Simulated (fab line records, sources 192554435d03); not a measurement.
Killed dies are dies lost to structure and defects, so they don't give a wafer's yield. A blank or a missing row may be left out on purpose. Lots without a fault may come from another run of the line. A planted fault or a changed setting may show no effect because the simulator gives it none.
Which tool did it? | flow n5_finfet | 10 lots, 30 wafers sampled, at 5 steps of a route of 1938

WHAT THE GAUGES READ, wafer by wafer
N5_BEOL_M4_RC_MEAS_101. Usual: DIBL_N 36.4 mV/V, standard deviation 1.4; DIBL_P 36.3 mV/V, standard deviation 1.5; IOFF_N 0.162 nA/um, standard deviation 0.023; IOFF_P 0.211 nA/um, standard deviation 0.027; ION_N 676 uA/um, standard deviation 9.7; ION_P 463 uA/um, standard deviation 6.4; SS_N 71.5 mV/dec, standard deviation 0.5; SS_P 73.3 mV/dec, standard deviation 0.6; VT_N 249.3 mV, standard deviation 2.5; VT_P -249.9 mV, standard deviation 2.8.
lot  | measured     | on        | DIBL_N (mV/V)  | DIBL_P (mV/V)  | IOFF_N (nA/um)    | IOFF_P (nA/um)    | ION_N (uA/um) | ION_P (uA/um) | SS_N (mV/dec)  | SS_P (mV/dec)  | VT_N (mV)         | VT_P (mV)            | flag
L152 | day 8 03:00  | prober-02 | 38.5 37.3 37.8 | 37.2 36.1 36.4 | 0.193 0.166 0.186 | 0.238 0.221 0.228 | 675 675 676   | 461 467 459   | 72.4 71.7 72.4 | 73.6 73.4 74.0 | 249.0 249.5 248.0 | -247.1 -250.3 -248.3 |
L154 | day 8 05:42  | prober-02 | 36.4 37.6 36.8 | 35.9 36.8 35.5 | 0.157 0.184 0.168 | 0.212 0.222 0.214 | 680 685 683   | 470 468 468   | 70.9 71.6 71.6 | 73.2 73.4 72.8 | 248.7 247.1 247.9 | -249.4 -247.8 -248.2 |
L155 | day 8 12:34  | prober-02 | 36.4 36.8 34.2 | 36.6 37.2 34.2 | 0.157 0.168 0.123 | 0.228 0.234 0.191 | 673 667 664   | 465 463 456   | 71.7 72.5 71.4 | 73.9 74.0 72.8 | 252.4 250.6 254.9 | -249.1 -248.0 -250.8 |
L156 | day 8 16:02  | prober-01 | 35.9 39.0 37.4 | 37.0 40.1 38.5 | 0.152 0.200 0.177 | 0.193 0.232 0.216 | 684 688 687   | 469 461 460   | 71.6 72.1 71.7 | 73.0 74.7 73.4 | 251.4 246.1 248.7 | -254.5 -250.3 -253.0 |
L161 | day 10 10:47 | prober-02 | 35.5 34.9 36.8 | 36.8 34.7 38.0 | 0.164 0.145 0.188 | 0.225 0.190 0.240 | 658 661 677   | 457 456 466   | 71.6 71.4 72.1 | 72.9 72.5 72.9 | 248.2 249.2 245.8 | -250.1 -251.2 -249.5 |
L170 | day 12 05:59 | prober-02 | 40.7 37.8 38.3 | 39.0 36.8 36.3 | 0.230 0.179 0.175 | 0.267 0.214 0.209 | 675 682 669   | 460 466 454   | 72.9 71.9 72.8 | 74.4 74.1 73.3 | 247.4 247.4 249.5 | -248.4 -249.9 -248.8 |
L171 | day 13 04:40 | prober-02 | 35.7 36.4 36.1 | 35.6 37.2 36.2 | 0.161 0.173 0.163 | 0.188 0.212 0.193 | 681 675 689   | 458 457 462   | 72.2 71.8 71.4 | 73.8 74.8 73.2 | 249.8 248.5 250.0 | -252.5 -249.4 -252.2 |
L172 | day 13 07:33 | prober-02 | 36.0 36.4 36.4 | 34.2 33.9 35.0 | 0.153 0.162 0.162 | 0.213 0.216 0.231 | 670 661 665   | 462 457 466   | 71.6 71.6 71.4 | 73.0 71.9 73.6 | 250.2 250.8 250.8 | -250.2 -246.2 -248.0 |
L174 | day 13 08:16 | prober-01 | 36.9 40.8 38.4 | 36.1 42.2 38.3 | 0.163 0.254 0.188 | 0.192 0.309 0.240 | 676 706 699   | 459 473 472   | 71.7 72.2 71.9 | 73.5 75.0 74.3 | 249.4 244.1 248.1 | -251.9 -243.8 -250.8 |
L175 | day 13 09:50 | prober-02 | 34.1 37.0 35.6 | 32.7 36.4 35.0 | 0.122 0.164 0.149 | 0.172 0.225 0.198 | 674 673 691   | 465 463 470   | 70.9 71.6 71.2 | 72.6 73.3 73.7 | 252.4 248.5 247.3 | -251.9 -248.6 -248.5 |

WHICH TOOL RAN EACH LOT (tool, then ch and the chambers of the sampled wafers, then the start)
lot  | N5_BEOL_M1_CVD_47                | N5_BEOL_M1_SPUTTER_81        | N5_BEOL_M1_SPUTTER_88        | N5_BEOL_M1_ANNEAL_89
L152 | cvd_co-02 ch 0,1,2, day 6 12:05  | pvd_sputter-01, day 6 12:43  | pvd_sputter-01, day 6 13:10  | pvd_sputter-01, day 6 13:14
L154 | cvd_co-02 ch 1,2, day 6 12:13    | pvd_sputter-03, day 6 12:51  | pvd_sputter-03, day 6 13:17  | pvd_sputter-03, day 6 13:22
L155 | cvd_co-02 ch 0,2, day 7 01:28    | pvd_sputter-03, day 7 02:05  | pvd_sputter-03, day 7 02:32  | pvd_sputter-03, day 7 02:37
L156 | cvd_co-02 ch 1,2, day 7 08:10    | pvd_sputter-03, day 7 08:50  | pvd_sputter-03, day 7 09:16  | pvd_sputter-03, day 7 09:21
L161 | cvd_co-02 ch 1,2, day 8 12:50    | pvd_sputter-02, day 8 14:19  | pvd_sputter-02, day 8 14:46  | pvd_sputter-02, day 8 14:50
L170 | cvd_co-01 ch 0,2, day 10 20:17   | pvd_sputter-01, day 10 21:02 | pvd_sputter-01, day 10 21:28 | pvd_sputter-01, day 10 21:33
L171 | cvd_co-01 ch 0,1,2, day 11 15:07 | pvd_sputter-03, day 11 15:43 | pvd_sputter-03, day 11 16:09 | pvd_sputter-03, day 11 16:14
L172 | cvd_co-02 ch 0,1,2, day 11 20:56 | pvd_sputter-03, day 11 21:37 | pvd_sputter-03, day 11 22:04 | pvd_sputter-03, day 11 22:08
L174 | cvd_co-02 ch 1,2, day 11 22:04   | pvd_sputter-02, day 11 22:59 | pvd_sputter-02, day 11 23:26 | pvd_sputter-02, day 11 23:31
L175 | cvd_co-01 ch 0,1, day 12 00:27   | pvd_sputter-02, day 12 01:19 | pvd_sputter-02, day 12 01:45 | pvd_sputter-02, day 12 01:50
- N5_BEOL_M1_CVD_47: deposits Co from CCTBA/H2, target thk 3 nm, time 223.8 s.
- N5_BEOL_M1_SPUTTER_81: material Cu, target thk 4.5 nm, time 8.29 s.
- N5_BEOL_M1_SPUTTER_88: material Cu, target thk 4.5 nm, time 8.29 s.
- N5_BEOL_M1_ANNEAL_89: time 240 s.

WHAT THE TOOLS THEMSELVES READ (means of the sampled wafers that have a number; where no wafer has one, the mark that the record gives instead)
N5_BEOL_M1_CVD_47. Usual: run_length_s 246.9 s, standard deviation 0.59.
lot  | tool      | run_length_s (s) | flag
L152 | cvd_co-02 | 247.2            |
L154 | cvd_co-02 | 247.2            |
L155 | cvd_co-02 | 247.1            |
L156 | cvd_co-02 | 246.8            |
L161 | cvd_co-02 | 247.7            |
L170 | cvd_co-01 | 246.0            |
L171 | cvd_co-01 | 246.7            |
L172 | cvd_co-02 | 247.1            |
L174 | cvd_co-02 | 246.8            |
L175 | cvd_co-01 | 246.2            |

N5_BEOL_M1_SPUTTER_81. Usual: chuck_gas_flow_sccm 1.25 sccm, standard deviation 0.052; throttle_valve_pct 30.0 %, standard deviation 0.38.
lot  | tool           | chuck_gas_flow_sccm (sccm) | throttle_valve_pct (%) | flag
L152 | pvd_sputter-01 | 1.24                       | 30.1                   |
L154 | pvd_sputter-03 | 1.23                       | 30.3                   |
L155 | pvd_sputter-03 | 1.26                       | 30.0                   |
L156 | pvd_sputter-03 | 1.30                       | 29.7                   |
L161 | pvd_sputter-02 | 1.25                       | 30.1                   |
L170 | pvd_sputter-01 | 1.25                       | 30.0                   |
L171 | pvd_sputter-03 | 1.26                       | 30.2                   |
L172 | pvd_sputter-03 | 1.27                       | 30.2                   |
L174 | pvd_sputter-02 | 1.31                       | 30.2                   |
L175 | pvd_sputter-02 | 1.24                       | 30.3                   |

N5_BEOL_M1_SPUTTER_88. Usual: chuck_gas_flow_sccm 1.27 sccm, standard deviation 0.057; throttle_valve_pct 30.1 %, standard deviation 0.38.
lot  | tool           | chuck_gas_flow_sccm (sccm) | throttle_valve_pct (%) | flag
L152 | pvd_sputter-01 | 1.23                       | 30.2                   |
L154 | pvd_sputter-03 | 1.26                       | 30.0                   |
L155 | pvd_sputter-03 | 1.24                       | 29.8                   |
L156 | pvd_sputter-03 | 1.31                       | 29.9                   |
L161 | pvd_sputter-02 | 1.26                       | 30.2                   |
L170 | pvd_sputter-01 | 1.27                       | 29.8                   |
L171 | pvd_sputter-03 | 1.30                       | 30.1                   |
L172 | pvd_sputter-03 | 1.27                       | 30.1                   |
L174 | pvd_sputter-02 | 1.20                       | 30.3                   |
L175 | pvd_sputter-02 | 1.26                       | 30.3                   |

N5_BEOL_M1_ANNEAL_89. Usual: heater_power_w 841 W, standard deviation 110.
lot  | tool           | heater_power_w (W) | flag
L152 | pvd_sputter-01 | 856                |
L154 | pvd_sputter-03 | 784                |
L155 | pvd_sputter-03 | 788                |
L156 | pvd_sputter-03 | 855                |
L161 | pvd_sputter-02 | 932                |
L170 | pvd_sputter-01 | 944                |
L171 | pvd_sputter-03 | 775                |
L172 | pvd_sputter-03 | 781                |
L174 | pvd_sputter-02 | 874                |
L175 | pvd_sputter-02 | 875                |

THE ANSWER, worked out from the rows above alone
Rule: a lot is off if the mean of its wafers that have a number lies more than 3 standard deviations from the usual mean. A lot without any number at a reading at which 4 lots or more have one is off too. The other lots that the step has rows for count as sound. The gauges are gone through in route order, then the tools' own readings, and for those a lot's mean is taken as printed above. The first step at which some lot is off is used, and at that step the reading that is off furthest; a lot without a number counts as furthest.
No lot is off at any reading shown: from this, nothing can be told.

WHAT THE SIMULATOR HAD PUT IN
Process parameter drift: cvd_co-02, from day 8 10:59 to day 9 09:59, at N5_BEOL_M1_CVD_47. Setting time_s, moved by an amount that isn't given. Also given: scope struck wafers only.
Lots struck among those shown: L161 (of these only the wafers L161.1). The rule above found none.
